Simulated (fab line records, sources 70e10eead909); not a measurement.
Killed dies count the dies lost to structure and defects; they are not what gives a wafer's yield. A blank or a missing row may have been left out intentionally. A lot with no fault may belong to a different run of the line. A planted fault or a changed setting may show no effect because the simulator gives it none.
fab line records    flow nand-harc
record lots=5  wafers=15  last-day=31
route steps=1302 shown P_ZERO_WELL@14 END@1302
lots that met no fault: from a run of the same line without faults
start-h: the number of hours between the record's first day and the start of the first shown wafer of the lot    wait-h: how many hours have passed since the lot's step before this one    " repeats the value in the row above    L1.1+2: a single row standing in for several wafers    - no value, or no start was given    * or withheld: withheld    < > ~ a bound
route shown NAME@n: NAME is a module with steps in the file, n the number in the route of the first one    usual: mean and standard deviation over wafers with no fault    same: alike in all rows    chamber/n: place in a boat    sites: per-site readings    _std_site: how widely they spread, as a standard deviation    _edge_site: inner sites' mean taken away from outer sites' mean    radius-mm: how far each site lies from the wafer's centre    mask NAME#n: copy n    behind: the last tool/chamber to shape the wafer    hold: why the lot was held/for how many hours/how that ended    device: which transistor (n, p or np) failed to switch    end of line: the route-end tests of the same wafers    step lacking rows: just its recipe    killed: dies lost to structure and defects at the first sort, not the wafer's yield    map: per-die view of a wafer (x killed, . not killed, _ where there is no die)
set.NAME: setting as actually run; set.NAME@STEP: the setting as run at that earlier step    model.NAME: the simulator's own value behind a step, which no gauge read
a table for each step, a row for each wafer; lots at some steps of the route
services: the hour from which a tool's chamber was out of use, counted from the record's first day as start-h (under 0 if before that day), plus the number of hours and why
## steps
# step NHARC_P_ZERO_WELL_CD_MEAS_11
# recipe target-cd-nm=500  landing-energy-ev=500
# usual cd-nm=500.3/2.3
lot.wafer  tool       chamber  start-h  wait-h  cd-nm
L630.2     cd-sem-01  0        37.24    -       497.2
L630.3     "          0        "        "       497.8
L630.5     "          0        "        "       495.7
L632.2     cd-sem-03  0        57.24    -       500.5
L632.4     "          0        "        "       498.4
L632.6     "          0        "        "       497.1
L639.4     cd-sem-03  0        127.27   -       499.2
L639.5     "          0        "        "       502.1
L639.6     "          0        "        "       501.6
L643.2     cd-sem-01  0        167.26   -       496.0
L643.3     "          0        "        "       496.1
L643.4     "          0        "        "       498.0
L646.1     cd-sem-01  0        197.24   -       499.8
L646.2     "          0        "        "       503.1
L646.3     "          0        "        "       498.6
# step NHARC_P_ZERO_WELL_HARDBAKE_12
# recipe temp-c=118  time-s=65
# step NHARC_P_ZERO_WELL_DESCUM_13
# recipe time-s=3  o2-flow-sccm=200  ar-flow-sccm=0  bias-power-w=0  chemistry=O2
# usual drypump-motor-current-A=5.5/0.48  oes-product-au=1.002/0.0089  rf-vpp-V=57.7/0.97  showerhead-plenum-p-Torr=1.92/0.088  throttle-valve-pct=11.313/0.0094
lot.wafer  tool         chamber  start-h  wait-h  drypump-motor-current-A  oes-product-au  rf-hours-counter-h  rf-vpp-V  showerhead-plenum-p-Torr  throttle-valve-pct
L630.3     rie-diel-08  0        37.39    -       5.0                      0.996           16                  57.7      1.99                      11.312
L630.2     "            3        "        "       5.8                      1.011           20                  58.3      1.87                      11.297
L630.5     "            0        "        "       5.0                      1.006           -                   58.4      1.98                      11.310
L632.2     rie-diel-07  3        57.41    -       4.7                      0.997           33                  57.8      1.87                      11.304
L632.4     "            0        "        "       4.8                      1.007           -                   57.3      2.01                      11.319
L632.6     "            3        "        "       4.7                      0.996           -                   59.3      1.87                      11.313
L639.4     rie-diel-07  0        127.44   -       4.8                      1.019           6                   58.7      2.01                      11.298
L639.6     "            1        "        "       5.7                      0.984           -                   58.0      1.77                      11.324
L639.5     "            2        "        "       6.1                      0.990           -                   58.1      2.01                      11.306
L643.3     rie-diel-01  1        167.43   -       5.8                      1.020           51                  57.3      1.80                      11.306
L643.2     "            3        "        "       5.5                      1.021           50                  57.7      2.00                      11.311
L643.4     "            3        "        "       5.5                      1.016           -                   58.5      2.00                      11.306
L646.2     rie-diel-01  2        197.40   -       5.9                      1.004           5                   57.9      2.04                      11.309
L646.3     "            3        "        "       5.5                      1.013           4                   59.0      2.00                      11.298
L646.1     "            0        "        "       5.0                      0.994           4                   57.5      1.90                      11.311
# step NHARC_P_ZERO_WELL_ETCH_65
# recipe target-depth-a=800  overetch-a=240  time-s=87.88  ion-energy-ev=200  n2-flow-sccm=150  h2-flow-sccm=150  ar-flow-sccm=0  rf-w=400  bias-w=150  chemistry=N2/H2
# usual drypump-motor-current-A=5.5/0.49  oes-product-au=1.002/0.01  rf-vpp-V=430.5/2.7  showerhead-plenum-p-Torr=2.04/0.095  throttle-valve-pct=14.171/0.0097
lot.wafer  tool         chamber  start-h  wait-h  drypump-motor-current-A  oes-product-au  rf-hours-counter-h  rf-vpp-V  showerhead-plenum-p-Torr  throttle-valve-pct
L630.2     rie-diel-08  3        37.49    0.1     5.8                      1.012           20                  427.4     2.00                      14.181
L630.3     "            0        "        "       5.0                      1.009           16                  433.4     2.12                      14.172
L630.5     "            2        "        "       6.1                      1.013           -                   428.9     1.97                      14.167
L632.2     rie-diel-07  1        57.50    0.1     5.7                      1.017           35                  426.8     1.89                      14.166
L632.4     "            0        "        "       4.8                      1.014           -                   432.4     2.15                      14.173
L632.6     "            1        "        "       5.7                      1.019           -                   425.9     1.89                      14.177
L639.4     rie-diel-07  1        127.51   0.1     5.7                      0.990           7                   425.6     1.88                      14.167
L639.6     "            0        "        "       4.8                      1.001           -                   434.0     2.14                      14.168
L639.5     "            1        "        "       5.7                      0.985           -                   425.7     1.88                      14.155
L643.3     rie-diel-01  3        167.52   0.1     5.5                      1.014           50                  433.5     2.14                      14.175
L643.2     "            1        "        "       5.8                      1.015           51                  427.6     1.92                      14.159
L643.4     "            3        "        "       5.5                      1.010           -                   433.4     2.14                      14.177
L646.3     rie-diel-01  2        197.48   0.1     5.9                      1.005           5                   434.9     2.18                      14.171
L646.1     "            0        "        "       4.9                      1.003           4                   429.8     2.02                      14.162
L646.2     "            1        "        "       5.8                      1.017           5                   426.8     1.91                      14.187
# step NHARC_P_ZERO_WELL_ETCH_62
# recipe target-depth-a=130  time-s=6.5  chf3-flow-sccm=50  ar-flow-sccm=200  rf-w=500  bias-w=200  chemistry=CHF3/Ar
# usual drypump-motor-current-A=5.5/0.49  oes-product-au=0.956/0.016  rf-vpp-V=370.7/2.2  showerhead-plenum-p-Torr=2.34/0.1  throttle-valve-pct=20.217/0.0091
lot.wafer  tool         chamber  start-h  wait-h  drypump-motor-current-A  oes-product-au  rf-hours-counter-h  rf-vpp-V  showerhead-plenum-p-Torr  throttle-valve-pct
L630.2     rie-diel-08  0        -        -       5.0                      0.964           16                  372.3     2.43                      20.222
L630.3     "            1        "        "       5.6                      0.962           16                  369.7     2.32                      20.216
L630.5     "            0        "        "       5.0                      0.960           -                   372.3     2.43                      20.217
L632.2     rie-diel-07  1        -        -       5.7                      0.980           35                  367.1     2.18                      20.200
L632.4     "            1        "        "       5.7                      0.976           -                   366.3     2.18                      20.214
L632.6     "            3        "        "       4.7                      0.970           -                   368.7     2.30                      20.222
L639.4     rie-diel-07  0        -        -       4.8                      0.945           6                   373.2     2.45                      20.228
L639.6     "            0        "        "       4.8                      0.960           -                   371.5     2.45                      20.215
L639.5     "            1        "        "       5.7                      0.931           -                   366.9     2.18                      20.218
L643.3     rie-diel-01  0        -        -       4.9                      0.945           54                  371.0     2.33                      20.218
L643.2     "            3        "        "       5.5                      0.950           50                  373.5     2.45                      20.224
L643.4     "            0        "        "       4.9                      0.940           -                   370.6     2.33                      20.210
L646.2     rie-diel-01  2        -        -       5.9                      0.963           5                   373.7     2.49                      20.220
L646.3     "            0        "        "       4.9                      0.979           4                   370.9     2.32                      20.226
L646.1     "            1        "        "       5.8                      0.964           5                   368.6     2.21                      20.214
# step NHARC_P_ZERO_WELL_ETCH_63
# recipe target-depth-a=1200  time-s=40.1  hbr-flow-sccm=150  cl2-flow-sccm=50  rf-w=400  icp-w=400  bias-w=100  chemistry=HBr/Cl2
# usual drypump-motor-current-A=5.6/0.51  oes-product-au=0.996/0.0094  throttle-valve-pct=26.406/0.0085
lot.wafer  tool       chamber  start-h  wait-h  drypump-motor-current-A  oes-product-au  rf-hours-counter-h  throttle-valve-pct
L630.3     rie-si-01  2        37.67    -       5.8                      0.986           0.16                26.416
L630.2     "          3        "        "       6.3                      0.984           0.22                26.400
L630.5     "          2        "        "       5.8                      0.993           -                   26.410
L632.4     rie-si-02  2        57.68    -       5.6                      0.990           0.94                26.403
L632.2     "          3        "        "       6.0                      1.007           0.82                26.402
L632.6     "          3        "        "       6.0                      1.007           -                   26.399
L639.4     rie-si-04  3        127.73   -       6.4                      1.012           0.93                26.410
L639.6     "          1        "        "       5.0                      1.002           -                   26.404
L639.5     "          2        "        "       4.9                      0.987           -                   26.403
L643.4     rie-si-04  3        167.79   -       6.5                      1.007           0.10                26.402
L643.2     "          0        "        "       5.8                      0.989           0.14                26.410
L643.3     "          1        "        "       5.0                      0.992           0.15                26.412
L646.1     rie-si-01  3        197.67   -       6.3                      0.990           0.15                26.412
L646.2     "          0        "        "       5.3                      1.005           0.14                26.406
L646.3     "          1        "        "       6.2                      0.984           0.14                26.390
# step NHARC_P_ZERO_WELL_STRIP_15
# recipe time-s=900  temp-c=130  chemistry=SPM
# step NHARC_P_ZERO_WELL_DEHYDRATE_16
# recipe temp-c=150  time-s=120
# step NHARC_P_ZERO_WELL_HMDS_17
# recipe time-s=30
# step NHARC_P_ZERO_WELL_COAT_18
# recipe spin-rpm=withheld
# step NHARC_P_ZERO_WELL_SOFTBAKE_19
# recipe temp-c=122  time-s=95
# step NHARC_P_ZERO_WELL_EBR_20
# step NHARC_P_ZERO_WELL_EXPOSE_21
# recipe na=0.6  target-cd-nm=720  dose-mj=22.31  mask-id=P_NWELL
# usual reticle-temp-C=22.98/0.1
lot.wafer  tool            chamber  start-h  wait-h  mask       reticle-temp-C
L630.2     krf-scanner-01  0        38.44    -       P_NWELL#0  22.96
L630.3     "               0        "        "       P_NWELL#0  22.91
L630.5     "               0        "        "       P_NWELL#0  22.89
L632.2     krf-scanner-02  0        58.46    -       P_HVPW#0   22.99
L632.4     "               0        "        "       P_HVPW#0   22.85
L632.6     "               0        "        "       P_HVPW#0   23.06
L639.4     krf-scanner-02  0        128.37   -       P_NWELL#0  22.84
L639.5     "               0        "        "       P_NWELL#0  23.00
L639.6     "               0        "        "       P_NWELL#0  22.85
L643.2     krf-scanner-04  0        168.55   -       P_NWELL#0  23.04
L643.3     "               0        "        "       P_NWELL#0  22.97
L643.4     "               0        "        "       P_NWELL#0  22.95
L646.1     krf-scanner-02  0        198.30   -       P_NWELL#0  23.14
L646.2     "               0        "        "       P_NWELL#0  23.00
L646.3     "               0        "        "       P_NWELL#0  23.14
# step NHARC_P_ZERO_WELL_PEB_22
# recipe peb-temp-c=118  peb-time-s=85
# step NHARC_P_ZERO_WELL_DEVELOP_23
# recipe time-s=70
# step NHARC_P_ZERO_WELL_CD_MEAS_24
# recipe target-cd-nm=720  landing-energy-ev=500
# usual cd-nm=720.4/1.6
lot.wafer  tool       chamber  start-h  wait-h  cd-nm
L630.2     cd-sem-02  0        38.61    -       719.0
L630.3     "          0        "        "       719.9
L630.5     "          0        "        "       717.3
L632.2     cd-sem-03  0        58.61    -       -
L632.4     "          0        "        "       -
L632.6     "          0        "        "       -
L639.4     cd-sem-01  0        128.52   -       721.3
L639.5     "          0        "        "       723.1
L639.6     "          0        "        "       722.2
L643.2     cd-sem-03  0        168.70   -       721.1
L643.3     "          0        "        "       720.0
L643.4     "          0        "        "       718.6
L646.1     cd-sem-01  0        198.45   -       720.0
L646.2     "          0        "        "       718.0
L646.3     "          0        "        "       721.0
# step NHARC_P_ZERO_WELL_HARDBAKE_25
# recipe temp-c=125  time-s=80
# step NHARC_END_SORT_01
# recipe temp-c=25
# usual killed-at-array=62/18  killed-at-other=0.9/1.2  killed-at-periphery=4.2/2.9  killed-dies=67/17  killed-open=3.6/1.9  killed-short=2.5/1.6
# same gross-dies=677
lot.wafer  tool       chamber  start-h  wait-h  killed-at-array  killed-at-other  killed-at-periphery  killed-dies  killed-open  killed-short
L630.2     prober-01  0        602.61   2.8     73               0                5                    78           3            1
L630.3     prober-01  0        603.42   3.1     64               0                5                    69           3            5
L630.5     prober-01  0        605.03   3.7     83               1                5                    89           6            2
L632.2     prober-01  0        610.41   2.8     72               1                604                  677          3            3
L632.4     prober-01  0        612.01   3.4     75               0                602                  677          5            1
L632.6     prober-01  0        613.61   4.0     78               0                599                  677          4            2
L639.4     prober-01  0        669.36   3.4     66               0                4                    70           4            1
L639.5     prober-01  0        670.16   3.7     67               1                5                    73           2            2
L639.6     prober-01  0        670.96   4.0     76               1                0                    77           1            3
L643.2     prober-01  0        710.72   2.8     83               2                6                    91           6            3
L643.3     prober-01  0        711.51   3.1     68               0                2                    70           0            4
L643.4     prober-01  0        712.29   3.3     69               2                2                    73           2            0
L646.1     prober-01  0        739.47   2.5     84               0                2                    86           3            2
L646.2     prober-01  0        740.26   2.8     91               2                2                    95           3            6
L646.3     prober-01  0        741.05   3.1     106              3                1                    110          5            3
# killed by level:class
L630.2 A_CHANNEL_HOLE_D1:chamber-film-flake=32 A_CHANNEL_HOLE_D2:chamber-film-flake=27 A_STAIRCASE:chamber-film-flake=6 P_STI:chamber-film-flake=3 A_SGD_CUT:chamber-film-flake=2 A_CONTACT:chamber-film-flake=2 P_M0:geometric-particle:open=1 P_M2:geometric-particle:open=1
L630.3 A_CHANNEL_HOLE_D1:chamber-film-flake=26 A_CHANNEL_HOLE_D2:chamber-film-flake=21 A_STAIRCASE:chamber-film-flake=5 P_STI:chamber-film-flake=2 A_WL_FILL:chamber-film-flake=2 A_CONTACT:chamber-film-flake=2 P_STI:geometric-particle:short=1 P_M2:geometric-particle:open=1
L630.5 A_CHANNEL_HOLE_D1:chamber-film-flake=34 A_CHANNEL_HOLE_D2:chamber-film-flake=29 A_STAIRCASE:chamber-film-flake=8 P_GATE:chamber-film-flake=2 A_WL_FILL:chamber-film-flake=2 P_M0:geometric-particle:open=1 P_BONDPAD:geometric-particle:open=1 A_SOURCE_PLATE:geometric-particle:short=1
L632.2 P_ZERO_WELL:area-expose=602 A_CHANNEL_HOLE_D1:chamber-film-flake=39 A_SLIT:chamber-film-flake=20 A_CHANNEL_HOLE_D2:chamber-film-flake=5 A_WL_FILL:chamber-film-flake=2 P_CONTACT:geometric-particle:open=1 P_M0:geometric-particle:short=1 A_ONON_D2:geometric-particle:short=1
L632.4 P_ZERO_WELL:area-expose=601 A_SLIT:chamber-film-flake=31 A_CHANNEL_HOLE_D1:chamber-film-flake=24 A_CHANNEL_HOLE_D2:chamber-film-flake=12 A_ONON_D2:geometric-particle:open=3 P_M1:geometric-particle:open=1 A_CHANNEL_FILL_D1:geometric-particle:short=1 A_BLC:geometric-particle:open=1
L632.6 P_ZERO_WELL:area-expose=597 A_CHANNEL_HOLE_D1:chamber-film-flake=34 A_SLIT:chamber-film-flake=29 A_CHANNEL_HOLE_D2:chamber-film-flake=7 A_CONTACT:chamber-film-flake=3 P_CONTACT:geometric-particle:open=1 A_ONON_D1:geometric-particle:open=1 A_ONON_D1:geometric-particle:short=1
L639.4 A_CHANNEL_HOLE_D1:chamber-film-flake=28 A_SLIT:chamber-film-flake=24 A_STAIRCASE:chamber-film-flake=4 P_BONDPAD:chamber-film-flake=3 A_ONON_D1:geometric-particle:open=2 A_WL_FILL:chamber-film-flake=2 A_CONTACT:chamber-film-flake=2 A_BLC:chamber-film-flake=2
L639.5 A_SLIT:chamber-film-flake=30 A_CHANNEL_HOLE_D1:chamber-film-flake=27 A_STAIRCASE:chamber-film-flake=4 P_BONDPAD:chamber-film-flake=2 P_GATE:geometric-particle:open=1 A_ONON_D1:geometric-particle:short=1 A_ONON_D1:geometric-particle:open=1 A_CHANNEL_FILL_D2:geometric-particle:short=1
L639.6 A_SLIT:chamber-film-flake=31 A_CHANNEL_HOLE_D1:chamber-film-flake=23 A_STAIRCASE:chamber-film-flake=7 A_CONTACT:chamber-film-flake=6 A_CHANNEL_HOLE_D2:chamber-film-flake=3 A_ONON_D1:geometric-particle:open=1 A_ONON_D1:geometric-particle:short=1 A_DECK1_JOINT:geometric-particle:short=1
L643.2 A_CHANNEL_HOLE_D1:chamber-film-flake=36 A_CHANNEL_HOLE_D2:chamber-film-flake=24 A_BONDPAD:chamber-film-flake=7 A_SLIT:chamber-film-flake=4 A_CONTACT:chamber-film-flake=3 P_ZERO_WELL:chamber-film-flake=2 P_GATE:chamber-film-flake=2 THIN_TSV:chamber-film-flake=2
L643.3 A_CHANNEL_HOLE_D1:chamber-film-flake=23 A_CHANNEL_HOLE_D2:chamber-film-flake=23 A_CONTACT:chamber-film-flake=6 A_BONDPAD:chamber-film-flake=4 A_CHANNEL_FILL_D2:chamber-film-flake=3 A_STAIRCASE:chamber-film-flake=3 P_ZERO_WELL:chamber-film-flake=2 A_SLIT:chamber-film-flake=2
L643.4 A_CHANNEL_HOLE_D1:chamber-film-flake=28 A_CHANNEL_HOLE_D2:chamber-film-flake=27 A_BONDPAD:chamber-film-flake=5 A_CONTACT:chamber-film-flake=4 THIN_TSV:chamber-film-flake=2 A_STAIRCASE:chamber-film-flake=2 A_SLIT:chamber-film-flake=2 P_GATE:geometric-particle:open=1
L646.1 A_CHANNEL_HOLE_D1:chamber-film-flake=28 A_CHANNEL_HOLE_D2:chamber-film-flake=19 A_SLIT:chamber-film-flake=17 A_STAIRCASE:chamber-film-flake=7 A_CONTACT:chamber-film-flake=4 A_CHANNEL_FILL_D1:chamber-film-flake=2 A_ONON_D1:geometric-particle:short=1 A_ONON_D1:geometric-particle:open=1
L646.2 A_SLIT:chamber-film-flake=30 A_CHANNEL_HOLE_D2:chamber-film-flake=22 A_CHANNEL_HOLE_D1:chamber-film-flake=21 A_CONTACT:chamber-film-flake=5 A_STAIRCASE:chamber-film-flake=4 A_DECK1_JOINT:chamber-film-flake=2 THIN_TSV:chamber-film-flake=2 P_GATE:geometric-particle:short=1
L646.3 A_CHANNEL_HOLE_D1:chamber-film-flake=35 A_SLIT:chamber-film-flake=27 A_CHANNEL_HOLE_D2:chamber-film-flake=25 A_STAIRCASE:chamber-film-flake=5 A_CHANNEL_FILL_D1:chamber-film-flake=3 A_CHANNEL_FILL_D2:chamber-film-flake=2 A_CONTACT:chamber-film-flake=2 THIN_TSV:chamber-film-flake=2
# map L632.2 (x killed, . not)
____________x____________
_________xxxxxxx_________
_______xxxxxxxxxxx_______
______xxxxxxxxxxxxx______
_____xxxxxxxxxxxxxxx_____
____xxxxxxxxxxxxxxxxx____
____xxxxxxxxxxxxxxxxx____
___xxxxxxxxxxxxxxxxxxx___
___xxxxxxxxxxxxxxxxxxx___
__xxxxxxxxxxxxxxxxxxxxx__
__xxxxxxxxxxxxxxxxxxxxx__
_xxxxxxxxxxxxxxxxxxxxxxx_
_xxxxxxxxxxxxxxxxxxxxxxx_
_xxxxxxxxxxxxxxxxxxxxxxx_
_xxxxxxxxxxxxxxxxxxxxxxx_
_xxxxxxxxxxxxxxxxxxxxxxx_
xxxxxxxxxxxxxxxxxxxxxxxxx
xxxxxxxxxxxxxxxxxxxxxxxxx
xxxxxxxxxxxxxxxxxxxxxxxxx
xxxxxxxxxxxxxxxxxxxxxxxxx
xxxxxxxxxxxxxxxxxxxxxxxxx
_xxxxxxxxxxxxxxxxxxxxxxx_
_xxxxxxxxxxxxxxxxxxxxxxx_
_xxxxxxxxxxxxxxxxxxxxxxx_
_xxxxxxxxxxxxxxxxxxxxxxx_
_xxxxxxxxxxxxxxxxxxxxxxx_
__xxxxxxxxxxxxxxxxxxxxx__
__xxxxxxxxxxxxxxxxxxxxx__
___xxxxxxxxxxxxxxxxxxx___
___xxxxxxxxxxxxxxxxxxx___
____xxxxxxxxxxxxxxxxx____
____xxxxxxxxxxxxxxxxx____
_____xxxxxxxxxxxxxxx_____
______xxxxxxxxxxxxx______
_______xxxxxxxxxxx_______
_________xxxxxxx_________
____________x____________
# map L639.6 (x killed, . not)
____________.____________
_________.....x._________
_______...x......._______
______.............______
_____..............x_____
____.................____
____.......x.........____
___...................___
___...................___
__.....................__
__.....................__
_x......................_
_.............x........._
_..............x.......x_
_x................x....x_
_x......................_
.x..................x....
x..............x...x.xx..
xxxx..............xxx....
.xxxxx.........x...xxxx..
xxxx.x...........x.x.xx.x
_.xx.x.x.x........xxxxx._
_xx................xxx.._
_xxx................xxx._
_.xx................x.x._
_..................x...._
__...x.................__
__.....................__
___....x..............___
___.....x.............___
____...xx............____
____.................____
_____..............._____
______.............______
_______..........._______
_________......._________
____________.____________
## services
tool            chamber  start-h  hours  kind
rie-diel-01     3        14.27    9.6    repair
krf-scanner-01  -        19.01    0.2    repair
krf-scanner-02  -        33.31    1.2    repair
rie-diel-07     3        39.84    5.1    repair
rie-diel-07     2        54.82    7.5    repair
krf-scanner-01  -        61.73    1.1    repair
krf-scanner-02  -        70.00    4.0    pm
rie-diel-01     3        73.94    4.3    repair
rie-si-02       -        76.00    9.0    pm
rie-diel-08     3        86.20    5.9    repair
rie-diel-07     -        93.46    9.0    pm
krf-scanner-01  -        94.81    1.1    repair
krf-scanner-02  -        97.55    1.3    repair
rie-diel-08     -        101.26   0.4    repair
rie-diel-08     -        102.19   1.1    repair
krf-scanner-01  -        116.00   4.0    pm
krf-scanner-02  -        138.66   0.5    repair
rie-si-04       -        141.00   9.0    pm
krf-scanner-02  -        143.08   0.2    repair
rie-diel-08     2        155.84   5.4    repair
rie-diel-01     2        164.96   19.1   repair
rie-diel-08     -        167.08   9.0    pm
rie-si-01       -        169.00   9.0    pm
rie-diel-01     -        180.45   9.0    pm
## key
first-sign step=NHARC_P_ZERO_WELL_EXPOSE_21  reading=mask  direction=changed
effect step=NHARC_P_ZERO_WELL_CD_MEAS_24  reading=cd-nm  direction=missing
effect step=NHARC_END_SORT_01  reading=killed-at-periphery  direction=up  sigmas=99+  usual=4.2  struck=601.7
more-kills-born-at NHARC_P_ZERO_WELL_EXPOSE_21@krf-scanner-02=1800
met-at NHARC_P_ZERO_WELL_EXPOSE_21
struck-wafers L632.2,L632.4,L632.6
later-rows-left-out L632.2,L632.4,L632.6
tester-left-out L632
fault kind=wrong-mask  tool=any  chamber=-  onset-h=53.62  steps=NHARC_P_ZERO_WELL_EXPOSE_21  aux-copy=P_HVPW#0  scope=struck-lots-only
# tester-left-out: of these lots the tester's yield and bins aren't shown, on N5 and GAA mostly nor the transistor test; their killed dies are dies lost to structure and defects alone, not to doping, threshold or leakage, so they don't give the yield
# later-rows-left-out: the simulator's readings of these wafers behind a module that went badly wrong aren't trusted and aren't shown, but for the sort
